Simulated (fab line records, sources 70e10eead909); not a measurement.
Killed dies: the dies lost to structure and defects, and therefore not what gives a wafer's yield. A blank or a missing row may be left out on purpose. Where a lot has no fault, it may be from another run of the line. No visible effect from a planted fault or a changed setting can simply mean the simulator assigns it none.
fab line records    flow nand_harc
record: lots: 12  wafers: 36  last_day: 33
route steps=1302 shown P_GATE@213 P_CONTACT@236
lots that met no fault: from a run of the same line without faults
start_h: start of the lot's first displayed wafer, in hours after the record's first day    wait_h: time in hours since the lot's previous step    " unchanged from the row above    L1.1+2: a single row standing in for several wafers    - no value present, or no start provided    * or withheld: withheld    < > ~ a bound
route shown NAME@n: a module of which the file shows steps, and the number in the route of the first    usual: mean and standard deviation over wafers with no fault    same: alike in all rows    chamber/n: place in a boat    sites: each site's reading    _std_site: standard deviation of those values    _edge_site: mean of outer sites minus mean of inner sites    radius_mm: for every site, how far away it sits from the centre of the wafer    mask NAME#n: copy n    behind: the tool/chamber that last shaped the wafer    hold: what put the lot on hold/how long, in hours/how the hold closed    device: names the non-switching transistor (n, p or np)    end of line: tests run on the same wafers once the route is complete    a step given without rows: its recipe and nothing more    killed: the dies lost at the first sort to structure and to defects; this is not the yield of the wafer    map: per-die view of a wafer (x killed, . not killed, _ where there is no die)
set.NAME: the setting as run; set.NAME@STEP: as run at that earlier step    model.NAME: the simulator's own value behind a step, which no gauge read
the route's steps for a sample of lots (tables are steps, rows are wafers)
services: from which hour (start_h, from the record's first day; less than 0 if before it) a tool's chamber was out of use, for how many hours, and why
== steps ==
step: NHARC_P_GATE_RTA_80
recipe: temp_c: 300  time_s: 30
usual: lamp_power_pct: 2.27/0.15  lamp_zone_3_pct: 2.27/0.16  wafer_temp_C_max: 301.6/0.68
same: time_s: 30
lot.wafer  tool           chamber  start_h  wait_h  lamp_power_pct  lamp_zone_3_pct  wafer_temp_C_max
L726.1     rtp_anneal-02  0        115.57   -       2.40            2.40             302.6
L726.4     "              0        "        "       2.40            2.40             302.5
L726.6     "              0        "        "       2.40            2.40             301.1
L729.4     rtp_anneal-01  0        144.57   -       2.08            2.08             300.9
L729.5     "              0        "        "       2.09            2.08             300.7
L729.6     "              0        "        "       2.08            2.08             301.1
L736.2     rtp_anneal-02  0        221.70   -       2.40            2.40             301.8
L736.3     "              0        "        "       2.40            2.39             302.9
L736.6     "              0        "        "       2.40            2.39             302.1
L737.1     rtp_anneal-02  0        227.30   -       2.40            2.39             301.7
L737.3     "              0        "        "       2.39            2.40             302.0
L737.4     "              0        "        "       2.39            2.39             301.8
L738.1     rtp_anneal-02  0        228.24   -       2.40            2.40             302.1
L738.2     "              0        "        "       2.40            2.40             301.7
L738.5     "              0        "        "       2.40            2.40             302.8
L741.2     rtp_anneal-02  0        268.04   -       2.39            2.40             301.1
L741.4     "              0        "        "       2.39            2.40             302.1
L741.6     "              0        "        "       2.39            2.40             302.9
L742.1     rtp_anneal-01  0        282.73   -       2.08            2.08             300.7
L742.4     "              0        "        "       2.08            2.08             301.3
L742.5     "              0        "        "       2.08            2.08             301.0
L743.1     rtp_anneal-01  0        294.02   -       2.08            2.08             300.6
L743.2     "              0        "        "       2.08            2.08             300.8
L743.3     "              0        "        "       2.08            2.08             300.5
L745.1     rtp_anneal-02  0        305.52   -       2.40            2.40             301.9
L745.2     "              0        "        "       2.40            2.39             301.9
L745.4     "              0        "        "       2.40            2.40             302.3
L746.1     rtp_anneal-02  0        310.70   -       2.40            2.40             302.1
L746.2     "              0        "        "       2.40            2.40             302.0
L746.5     "              0        "        "       2.40            2.40             301.9
L747.3     rtp_anneal-02  0        323.09   -       2.39            2.39             301.7
L747.4     "              0        "        "       2.39            2.40             301.5
L747.6     "              0        "        "       2.40            2.40             301.8
L749.2     rtp_anneal-01  0        341.19   -       2.08            2.08             301.0
L749.5     "              0        "        "       2.08            2.08             301.2
L749.6     "              0        "        "       2.08            2.08             300.6
step: NHARC_P_CONTACT_ETCH_35
recipe: target_depth_a: 390  over_etch_frac: 0.3  time_s: 65  ion_energy_ev: 80  cf4_flow_sccm: 150  ar_flow_sccm: 0  rf_w: 300  bias_w: 100  chemistry: CF4
usual: drypump_motor_current_A: 5.6/0.37  oes_product_au: 1.000/0.01  rf_vpp_V: 151.2/1.2  showerhead_plenum_p_Torr: 1.76/0.077  throttle_valve_pct: 13.284/0.0092
same: time_s: 65
lot.wafer  tool         chamber  start_h  wait_h  drypump_motor_current_A  oes_product_au  rf_hours_counter_h  rf_vpp_V  showerhead_plenum_p_Torr  throttle_valve_pct
L726.1     rie_diel-04  3        118.11   0.1     5.5                      1.000           2.7                 153.8     1.90                      13.282
L726.4     "            1        "        "       5.7                      0.999           2.8                 150.5     1.73                      13.296
L726.6     "            3        "        "       5.5                      1.001           -                   152.7     1.89                      13.284
L729.4     rie_diel-04  2        147.04   0.1     5.7                      0.996           3.7                 149.6     1.73                      13.282
L729.5     "            0        "        "       5.5                      1.020           -                   150.9     1.69                      13.273
L729.6     "            1        "        "       5.7                      0.990           -                   152.6     1.73                      13.310
L736.3     rie_diel-13  2        224.07   0.1     5.4                      0.994           1.3                 151.0     1.69                      13.273
L736.2     "            0        "        "       6.6                      1.001           1.4                 149.9     1.68                      13.276
L736.6     "            2        "        "       5.4                      0.998           -                   152.3     1.69                      13.286
L737.4     rie_diel-13  3        229.72   0.1     5.9                      0.987           1.5                 152.6     1.82                      13.294
L737.3     "            0        "        "       6.6                      1.002           1.8                 150.6     1.68                      13.281
L737.1     "            1        "        "       5.5                      0.992           1.8                 152.0     1.82                      13.297
L738.2     rie_diel-04  1        230.65   0.1     5.7                      0.999           1.1                 150.3     1.73                      13.282
L738.1     "            2        "        "       5.7                      0.991           1.1                 151.3     1.73                      13.293
L738.5     "            2        "        "       5.7                      0.994           -                   150.8     1.73                      13.284
L741.4     rie_diel-04  2        270.43   0.1     5.7                      0.993           1.8                 150.3     1.73                      13.284
L741.2     "            0        "        "       5.6                      1.011           1.4                 150.0     1.69                      13.274
L741.6     "            2        "        "       5.7                      1.002           -                   151.1     1.73                      13.285
L742.4     rie_diel-04  3        285.14   0.1     5.5                      1.009           2.5                 153.7     1.89                      13.260
L742.1     "            0        "        "       5.5                      1.007           2.2                 151.0     1.69                      13.270
L742.5     "            3        "        "       5.5                      1.012           -                   152.9     1.89                      13.285
L743.2     rie_diel-04  1        296.56   0.1     5.7                      1.009           3.1                 152.1     1.73                      13.283
L743.3     "            2        "        "       5.7                      0.992           3.6                 152.2     1.73                      13.292
L743.1     "            0        "        "       5.5                      1.009           2.7                 149.4     1.69                      13.279
L745.4     rie_diel-04  3        308.06   0.1     5.5                      1.004           3.6                 151.5     1.89                      13.282
L745.2     "            0        "        "       5.5                      1.000           3.3                 150.6     1.69                      13.293
L745.1     "            1        "        "       5.7                      0.998           3.6                 150.3     1.73                      13.290
L746.2     rie_diel-13  3        313.28   0.1     5.9                      0.986           3.5                 154.2     1.82                      13.300
L746.1     "            0        "        "       6.6                      1.004           3.6                 151.8     1.68                      13.274
L746.5     "            0        "        "       6.6                      0.998           -                   149.0     1.68                      13.278
L747.3     rie_diel-04  3        325.58   0.1     5.5                      1.014           4.2                 151.5     1.89                      13.294
L747.4     "            0        "        "       5.6                      1.011           4.1                 149.0     1.69                      13.277
L747.6     "            2        "        "       5.7                      0.998           -                   151.2     1.73                      13.287
L749.2     rie_diel-08  2        343.59   0.1     5.1                      0.994           7.0                 150.6     1.78                      13.285
L749.5     "            3        "        "       5.5                      0.992           -                   151.2     1.89                      13.293
L749.6     "            1        "        "       5.1                      1.002           -                   149.9     1.71                      13.295
step: NHARC_P_CONTACT_ETCH_18
recipe: target_depth_a: 4810  time_s: 240.5  c4f8_flow_sccm: 20  o2_flow_sccm: 10  ar_flow_sccm: withheld  rf_w: 600  bias_w: 1500  chemistry: C4F8/O2/Ar
usual: oes_product_au: 0.961/0.021  rf_vpp_V: 977/5.8
same: time_s: 240.5
lot.wafer  tool         chamber  start_h  wait_h  oes_product_au  rf_hours_counter_h  rf_vpp_V
L726.4     rie_diel-04  1        118.50   -       0.951           2.9                 975
L726.1     "            0        "        "       0.990           2.8                 973
L726.6     "            1        "        "       0.968           -                   976
L729.4     rie_diel-04  2        147.47   -       0.949           4.0                 974
L729.5     "            0        "        "       0.965           -                   972
L729.6     "            1        "        "       0.946           -                   975
L736.2     rie_diel-13  3        224.47   -       1.205           1.4                 982
L736.3     "            1        "        "       1.201           1.7                 981
L736.6     "            0        "        "       1.208           -                   972
L737.1     rie_diel-13  0        230.11   -       1.295           2.0                 970
L737.3     "            1        "        "       1.269           1.9                 982
L737.4     "            3        "        "       1.288           1.8                 982
L738.1     rie_diel-04  1        231.08   -       0.949           1.3                 974
L738.2     "            2        "        "       0.960           1.4                 976
L738.5     "            0        "        "       0.981           -                   971
L741.2     rie_diel-04  1        270.82   -       0.976           1.8                 975
L741.4     "            0        "        "       0.975           1.6                 972
L741.6     "            1        "        "       0.963           -                   974
L742.4     rie_diel-04  3        285.55   -       0.951           2.6                 987
L742.1     "            1        "        "       0.940           2.9                 974
L742.5     "            3        "        "       0.941           -                   989
L743.2     rie_diel-04  0        296.95   -       0.971           3.0                 972
L743.3     "            1        "        "       0.981           3.3                 977
L743.1     "            3        "        "       0.974           3.3                 988
L745.2     rie_diel-04  2        308.47   -       0.957           4.2                 976
L745.1     "            3        "        "       0.975           3.8                 987
L745.4     "            0        "        "       0.988           3.6                 972
L746.2     rie_diel-13  3        313.69   -       0.963           3.8                 982
L746.1     "            0        "        "       0.963           3.9                 970
L746.5     "            3        "        "       0.964           -                   983
L747.3     rie_diel-04  3        325.99   -       0.973           4.4                 988
L747.4     "            0        "        "       0.985           4.2                 973
L747.6     "            3        "        "       0.971           -                   987
L749.2     rie_diel-08  2        344.12   -       0.962           7.3                 979
L749.5     "            3        "        "       0.955           -                   987
L749.6     "            0        "        "       1.007           -                   973
step: NHARC_P_CONTACT_CVD_23
recipe: target_thk_a: 2000  temp_c: 300  pressure_torr: 40  wf6_flow_sccm: 40  h2_flow_sccm: 1600  ar_flow_sccm: 1560  time_s: 557  material: W
usual: heater_power_outer_w: 241/26  heater_power_w: 426/38  throttle_valve_pct: 7.85/0.19
same: time_s: 557
lot.wafer  tool      chamber  start_h  wait_h  heater_power_outer_w  heater_power_w  throttle_valve_pct
L726.1     cvd_w-02  1        -        -       252                   415             7.63
L726.4     "         1        "        "       253                   410             7.60
L726.6     "         1        "        "       253                   418             7.65
L729.4     cvd_w-02  1        -        -       250                   414             7.36
L729.5     "         1        "        "       251                   410             7.65
L729.6     "         0        "        "       269                   482             7.62
L736.2     cvd_w-01  1        -        -       237                   442             7.89
L736.3     "         1        "        "       241                   435             7.87
L736.6     "         0        "        "       194                   360             7.83
L737.1     cvd_w-02  1        -        -       256                   398             7.68
L737.4     "         1        "        "       248                   418             7.56
L737.3     "         0        "        "       265                   495             7.81
L738.1     cvd_w-02  1        -        -       252                   421             7.97
L738.2     "         0        "        "       260                   482             7.87
L738.5     "         1        "        "       260                   412             7.61
L741.2     cvd_w-01  0        -        -       197                   373             8.04
L741.4     "         0        "        "       199                   375             8.01
L741.6     "         1        "        "       240                   432             7.84
L742.1     cvd_w-01  1        -        -       243                   431             8.16
L742.4     "         1        "        "       232                   450             7.98
L742.5     "         0        "        "       198                   371             7.99
L743.2     cvd_w-02  0        -        -       257                   446             7.88
L743.1     "         1        "        "       261                   423             7.87
L743.3     "         1        "        "       261                   412             8.02
L745.2     cvd_w-01  1        -        -       239                   439             7.87
L745.1     "         0        "        "       198                   377             8.01
L745.4     "         1        "        "       240                   435             7.88
L746.1     cvd_w-01  0        -        -       195                   365             7.78
L746.2     "         1        "        "       233                   443             7.79
L746.5     "         1        "        "       241                   436             7.86
L747.4     cvd_w-02  0        -        -       258                   450             7.59
L747.3     "         1        "        "       261                   424             8.12
L747.6     "         1        "        "       260                   428             7.50
L749.2     cvd_w-01  0        -        -       194                   376             8.30
L749.5     "         1        "        "       239                   439             7.79
L749.6     "         0        "        "       196                   366             8.01
== services ==
tool         chamber  start_h  hours  kind
rie_diel-04  0        107.90   -      clean
rie_diel-04  1        107.90   -      clean
rie_diel-13  0        108.92   3.1    repair
rie_diel-04  0        132.46   7.1    repair
rie_diel-04  3        141.37   1.4    repair
rie_diel-13  -        165.00   9.0    pm
rie_diel-04  1        170.99   6.0    repair
rie_diel-04  -        177.90   9.0    pm
cvd_w-01     -        185.00   13.0   pm
rie_diel-13  -        186.82   0.7    repair
rie_diel-08  2        187.91   11.6   repair
rie_diel-08  -        190.80   9.0    pm
rie_diel-04  3        213.67   6.3    repair
rie_diel-08  1        219.25   12.2   repair
rie_diel-13  1        255.47   1.3    repair
rie_diel-13  -        262.61   1.1    repair
rie_diel-13  1        264.89   16.2   repair
cvd_w-02     -        269.00   13.0   pm
cvd_w-01     -        293.19   1.2    repair
rie_diel-13  1        307.14   4.5    repair
rie_diel-13  3        328.66   2.6    repair
rie_diel-13  -        342.00   9.0    pm
rie_diel-08  0        342.49   1.4    repair
rie_diel-04  1        342.87   2.6    repair
== key ==
first_sign: step: NHARC_P_CONTACT_ETCH_18  reading: oes_product_au  direction: up  sigmas: 13  usual: 0.961  struck: 1.244
effect none on later readings
met_at NHARC_P_CONTACT_ETCH_18
struck_lots L736,L737
tester_left_out L736,L737
not_acting_at NHARC_P_GATE_RTA_80,NHARC_P_CONTACT_ETCH_35,NHARC_P_CONTACT_CVD_23
fault: kind: process_parameter_drift  tool: rie_diel-13  chamber: -  onset_h: 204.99  steps: NHARC_P_CONTACT_ETCH_18  channel: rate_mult  offset: 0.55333  shape: step  end_h: 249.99
tester_left_out: of these lots the tester's yield and bins aren't shown, on N5 and GAA mostly nor the transistor test; their killed dies are dies lost to structure and defects alone, not to doping, threshold or leakage, so they don't give the yield
